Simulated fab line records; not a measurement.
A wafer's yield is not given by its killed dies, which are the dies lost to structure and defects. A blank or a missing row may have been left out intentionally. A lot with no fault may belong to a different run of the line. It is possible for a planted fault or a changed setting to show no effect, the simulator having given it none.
A lot that was struck, set against a sound lot | flow nand-harc | 40 steps out of a route of 1302
Sound: these wafers, L825.1, L825.3, L825.6. The struck wafers were L842.1, L842.3, L842.6. The cause is named last.
Per side, at each step with rows, come the tool, then ch with its chambers, and then its first start. Under that, the readings that differ: sound wafers | struck wafers | difference of the means | sigmas: that difference in standard deviations of wafers without a fault.
alike: same words and numbers on both sides, and readings whose means sit less than 2 such deviations apart. not compared: any withheld reading, any reading some wafer has no value for, any bound like >300 that may hide the same value, and any number with overlapping values for which the record gives no deviation.
Wherever a step has rows on one side only, a row that says differs or no value, or a row with sigmas, the two part there. Numbers that don't overlap but have no deviation are shown without sigmas and don't part them. A reading that every wafer of one side lacks parts them only if that side has two wafers or more.

first, 3 steps without rows for these wafers: NHARC_A_STAIRCASE_HARDBAKE_269 (time 140 s); NHARC_A_STAIRCASE_DESCUM_270 (chemistry O2, time 3 s); NHARC_A_STAIRCASE_ETCH_271 (etches the open film in CF4/CHF3).
NHARC_A_STAIRCASE_HM_OPEN_457: chemistry O2/COS.
  sound on rie-diel-09 ch 0,3; struck on rie-diel-09 ch 0,2,3
  alike: cos-flow-sccm, drypump-motor-current-A, mfc-ar-sccm, oes-product-au, rf-vpp-V, showerhead-plenum-p-Torr, throttle-valve-pct
  not compared: rf-hours-counter-h
then, 3 steps without rows for these wafers: NHARC_A_STAIRCASE_STRIP_458 (strips in O2/COS); NHARC_A_STAIRCASE_ETCH_451 (etches the open film in CF4/O2, target depth 30 nm, overetch 3 nm, time 16.5 s); NHARC_A_STAIRCASE_ETCH_273 (etches the open film in C4F8/O2/Ar, target depth 10200 nm, time 2468.6 s).
NHARC_A_STAIRCASE_STRIP_274: strips in O2.
  sound on rie-diel-09 ch 0,2,3; struck on rie-diel-09 ch 0,1,3
  alike: drypump-motor-current-A, mfc-ar-sccm, oes-product-au, rf-vpp-V, showerhead-plenum-p-Torr, throttle-valve-pct
  not compared: rf-hours-counter-h
then, 3 steps without rows for these wafers: NHARC_A_STAIRCASE_STRIP_275 (strips in SPM, time 900 s); NHARC_A_STAIRCASE_PRECLEAN_276 (cleans in SC1); NHARC_A_STAIRCASE_SRD_277.
NHARC_A_STAIRCASE_HM_DEP_459: deposits aC, target thk 1500 nm.
  sound on acl-dep-01 ch 0, day 18 02:19; struck on acl-dep-01 ch 0, day 25 07:20
  alike: throttle-valve-pct
then, 10 steps without rows for these wafers: NHARC_A_STAIRCASE_DEP_280 (deposits SiON, target thk 30 nm); NHARC_A_STAIRCASE_DEHYDRATE_281 (time 120 s); NHARC_A_STAIRCASE_HMDS_282 (time 30 s); NHARC_A_STAIRCASE_COAT_283; NHARC_A_STAIRCASE_SOFTBAKE_284 (time 170 s); NHARC_A_STAIRCASE_EBR_285; NHARC_A_STAIRCASE_EXPOSE_286 (exposes mask CHOP 100); NHARC_A_STAIRCASE_PEB_287 (peb time 130 s); NHARC_A_STAIRCASE_DEVELOP_288 (time 140 s); NHARC_A_STAIRCASE_HARDBAKE_290 (time 140 s).
NHARC_A_STAIRCASE_DESCUM_291: chemistry O2, time 3 s.
  sound on rie-diel-02 ch 1,2,3, day 18 05:11; struck on rie-diel-12 ch 1,3, day 25 10:11
  alike: drypump-motor-current-A, mfc-ar-sccm, oes-product-au, rf-vpp-V, showerhead-plenum-p-Torr, throttle-valve-pct
  not compared: rf-hours-counter-h
then, 1 step without rows for these wafers: NHARC_A_STAIRCASE_ETCH_292 (etches the open film in CF4/CHF3).
NHARC_A_STAIRCASE_HM_OPEN_460: chemistry O2/COS.
  sound on rie-diel-02 ch 2,3; struck on rie-diel-12 ch 1,2
  alike: cos-flow-sccm, drypump-motor-current-A, mfc-ar-sccm, oes-product-au, rf-vpp-V, showerhead-plenum-p-Torr, throttle-valve-pct
  not compared: rf-hours-counter-h
then, 3 steps without rows for these wafers: NHARC_A_STAIRCASE_STRIP_461 (strips in O2/COS); NHARC_A_STAIRCASE_ETCH_452 (etches the open film in CF4/O2, target depth 30 nm, overetch 3 nm, time 16.5 s); NHARC_A_STAIRCASE_ETCH_294 (etches the open film in C4F8/O2/Ar, target depth 4989 nm, time 1211.6 s).
NHARC_A_STAIRCASE_STRIP_295: strips in O2.
  sound on rie-diel-02 ch 1,2,3; struck on rie-diel-12 ch 0,2,3
  alike: drypump-motor-current-A, mfc-ar-sccm, oes-product-au, rf-vpp-V, showerhead-plenum-p-Torr, throttle-valve-pct
  not compared: rf-hours-counter-h
then, 10 steps without rows for these wafers: NHARC_A_STAIRCASE_STRIP_296 (strips in SPM, time 900 s); NHARC_A_STAIRCASE_PRECLEAN_297 (cleans in SC1); NHARC_A_STAIRCASE_SRD_298; NHARC_A_STAIRCASE_HM_DEP_462 (deposits aC, target thk 800 nm); NHARC_A_STAIRCASE_DEP_301 (deposits SiON, target thk 30 nm); NHARC_A_STAIRCASE_DEHYDRATE_302 (time 120 s); NHARC_A_STAIRCASE_HMDS_303 (time 30 s); NHARC_A_STAIRCASE_COAT_304; NHARC_A_STAIRCASE_SOFTBAKE_305 (time 170 s); NHARC_A_STAIRCASE_EBR_306.
-- jump in the record: it breaks off in module A_STAIRCASE and resumes in module END (first step shown: number 1302 of the route), and 8 days separate the struck wafers' starts before and after --
NHARC_END_SORT_01:
  the record has rows for the struck wafers here (prober-02 ch 0, day 33 04:29) and none for the sound ones

WHERE THEY PART
At NHARC_END_SORT_01 and nowhere else, as far as this record goes.

WHY: what had been put in by the simulator
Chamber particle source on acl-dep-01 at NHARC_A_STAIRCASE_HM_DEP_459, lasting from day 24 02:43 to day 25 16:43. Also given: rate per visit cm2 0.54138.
